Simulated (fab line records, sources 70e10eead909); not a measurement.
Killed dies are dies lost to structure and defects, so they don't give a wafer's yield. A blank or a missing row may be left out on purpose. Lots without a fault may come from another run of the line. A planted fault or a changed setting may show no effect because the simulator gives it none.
Tool commonality check | flow nand_harc | 12 lots, 36 wafers sampled

WHY IT WAS OPENED
At NHARC_A_SGD_CUT_OVL_MEAS_10 the reading overlay_x_nm is flagged on 2 of 12 lots. Wafers without a fault read 0.3 nm, standard deviation 0.97.
Rule: a lot is flagged when every wafer of it that has a number lies more than 4 standard deviations from that mean, or none has a number. The other lots count as sound.

lot  | measured     | on         | overlay_x_nm (nm), wafer by wafer | flag
L806 | day 19 15:42 | overlay-01 | 0.7 0.4 0.3                       |
L807 | day 19 16:00 | overlay-01 | -0.6 0.2 0.3                      |
L805 | day 19 16:16 | overlay-02 | -1.1 -1.0 -0.9                    |
L810 | day 20 22:55 | overlay-02 | 0.8 0.5 0.3                       |
L808 | day 20 23:05 | overlay-02 | 0.6 -0.1 0.5                      |
L809 | day 21 03:18 | overlay-01 | 1.1 1.4 1.7                       |
L811 | day 22 14:43 | overlay-01 | 0.7 0.1 0.0                       |
L820 | day 25 12:35 | overlay-02 | 12.0 11.8 11.6                    | FLAGGED
L821 | day 25 21:02 | overlay-02 | 11.5 11.0 11.5                    | FLAGGED
L824 | day 26 16:22 | overlay-01 | 0.8 0.9 0.7                       |
L826 | day 28 15:48 | overlay-01 | 0.8 0.7 0.9                       |
L828 | day 28 18:19 | overlay-02 | -0.1 0.1 0.4                      |
The numbers of the flagged lots are 11.6 nm on average: +11.3 nm against the usual, or +12 standard deviations.

WHICH TOOL RAN EACH LOT
The record holds 4 process steps before the reading, out of a route of 1302 steps. In each cell: the tool, then ch and the chambers that the sampled wafers went through, then the start.
lot  | flag    | NHARC_A_STAIRCASE_ETCH_444         | NHARC_A_STAIRCASE_ETCHBACK_157     | NHARC_A_STAIRCASE_CMP_472     | NHARC_A_SGD_CUT_EXPOSE_06
L806 |         | rie_diel-07 ch 1,2,3, day 19 09:25 | rie_diel-08 ch 0,2,3, day 19 14:07 | cmp-01 ch 0,1,2, day 19 14:39 | arfi_scanner-02 ch 0, day 19 15:29
L807 |         | rie_diel-08 ch 0,2,3, day 19 08:31 | rie_diel-10 ch 0,3, day 19 14:05   | cmp-04 ch 0,1,2, day 19 14:40 | arfi_scanner-03 ch 0, day 19 15:46
L805 |         | rie_diel-10 ch 0,1,2, day 19 07:59 | rie_diel-08 ch 1,2,3, day 19 14:21 | cmp-03 ch 0,1,2, day 19 15:02 | arfi_scanner-02 ch 0, day 19 16:02
L810 |         | rie_diel-10 ch 0,3, day 20 15:04   | rie_diel-10 ch 0,1, day 20 20:54   | cmp-03 ch 2,3, day 20 21:41   | arfi_scanner-01 ch 0, day 20 22:41
L808 |         | rie_diel-07 ch 1,3, day 20 14:44   | rie_diel-10 ch 2,3, day 20 21:12   | cmp-01 ch 0,2,3, day 20 21:52 | arfi_scanner-03 ch 0, day 20 22:51
L809 |         | rie_diel-08 ch 0,1, day 20 19:12   | rie_diel-08 ch 1,2, day 21 01:35   | cmp-04 ch 1,2, day 21 02:12   | arfi_scanner-03 ch 0, day 21 03:05
L811 |         | rie_diel-07 ch 0,1,2, day 22 08:02 | rie_diel-08 ch 0,2,3, day 22 12:58 | cmp-04 ch 0,2,3, day 22 13:32 | arfi_scanner-02 ch 0, day 22 14:29
L820 | FLAGGED | rie_diel-08 ch 0,1, day 25 01:56   | rie_diel-10 ch 1,2,3, day 25 10:55 | cmp-03 ch 1,2,3, day 25 11:31 | arfi_scanner-03 ch 0, day 25 12:21
L821 | FLAGGED | rie_diel-10 ch 1,2,3, day 25 14:42 | rie_diel-08 ch 0,2,3, day 25 19:25 | cmp-04 ch 0,1, day 25 19:54   | arfi_scanner-03 ch 0, day 25 20:49
L824 |         | rie_diel-10 ch 1,2, day 26 09:04   | rie_diel-10 ch 0,1,2, day 26 14:38 | cmp-03 ch 2,3, day 26 15:08   | arfi_scanner-02 ch 0, day 26 16:09
L826 |         | rie_diel-08 ch 1,3, day 28 07:56   | rie_diel-07 ch 0,2, day 28 14:02   | cmp-01 ch 1,2,3, day 28 14:37 | arfi_scanner-02 ch 0, day 28 15:34
L828 |         | rie_diel-10 ch 0,2,3, day 28 10:56 | rie_diel-10 ch 1,3, day 28 16:34   | cmp-03 ch 0,3, day 28 17:05   | arfi_scanner-01 ch 0, day 28 18:05
What these steps do:
- NHARC_A_STAIRCASE_ETCH_444: etches the open film in C4F8/O2, target depth 20400 nm, time 6800 s.
- NHARC_A_STAIRCASE_ETCHBACK_157: etches the open film in CH3F/O2, target depth 90 nm, time 167.14 s.
- NHARC_A_STAIRCASE_CMP_472: polishes SiO2.
- NHARC_A_SGD_CUT_EXPOSE_06: exposes mask SGD.
- NHARC_A_SGD_CUT_OVL_MEAS_10

FLAGGED OVER TOTAL, TOOL BY TOOL (the gauges that took the reading come last)
step                           | tool            | lots run | flagged | share of the flagged lots | sound lots run after its first flagged lot
NHARC_A_STAIRCASE_ETCH_444     | rie_diel-07     | 3        | 0       | none                      | -
NHARC_A_STAIRCASE_ETCH_444     | rie_diel-08     | 4        | 1       | some                      | 1 (L826)
NHARC_A_STAIRCASE_ETCH_444     | rie_diel-10     | 5        | 1       | some                      | 2 (L824,L828)
NHARC_A_STAIRCASE_ETCHBACK_157 | rie_diel-07     | 1        | 0       | none                      | -
NHARC_A_STAIRCASE_ETCHBACK_157 | rie_diel-08     | 5        | 1       | some                      | 0
NHARC_A_STAIRCASE_ETCHBACK_157 | rie_diel-10     | 6        | 1       | some                      | 2 (L824,L828)
NHARC_A_STAIRCASE_CMP_472      | cmp-01          | 3        | 0       | none                      | -
NHARC_A_STAIRCASE_CMP_472      | cmp-03          | 5        | 1       | some                      | 2 (L824,L828)
NHARC_A_STAIRCASE_CMP_472      | cmp-04          | 4        | 1       | some                      | 0
NHARC_A_SGD_CUT_EXPOSE_06      | arfi_scanner-01 | 2        | 0       | none                      | -
NHARC_A_SGD_CUT_EXPOSE_06      | arfi_scanner-02 | 5        | 0       | none                      | -
NHARC_A_SGD_CUT_EXPOSE_06      | arfi_scanner-03 | 5        | 2       | all                       | 0
NHARC_A_SGD_CUT_OVL_MEAS_10    | overlay-01      | 6        | 0       | none                      | -
NHARC_A_SGD_CUT_OVL_MEAS_10    | overlay-02      | 6        | 2       | all                       | 1 (L828)

WHAT THE TABLE ALLOWS
2 rows of the table ran every flagged lot: arfi_scanner-03 at NHARC_A_SGD_CUT_EXPOSE_06, overlay-02 at NHARC_A_SGD_CUT_OVL_MEAS_10.
- arfi_scanner-03 at NHARC_A_SGD_CUT_EXPOSE_06: 2 of its 5 lots flagged. Its last sound lot is L809 (day 21 03:05), its first flagged lot L820 (day 25 12:21): a fault that began between those two fits.
- overlay-02 at NHARC_A_SGD_CUT_OVL_MEAS_10: 2 of its 6 lots flagged. Sound lots ran on it after the first flagged one (L828), which a lasting fault on the whole tool wouldn't allow.
One tool is left: arfi_scanner-03 at NHARC_A_SGD_CUT_EXPOSE_06.

WHAT THE SIMULATOR HAD PUT IN
Scanner matching overlay: arfi_scanner-03, from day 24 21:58 on, at NHARC_A_SGD_CUT_EXPOSE_06. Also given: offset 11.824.
Lots struck among those shown: L820, L821. The rule above found the same.
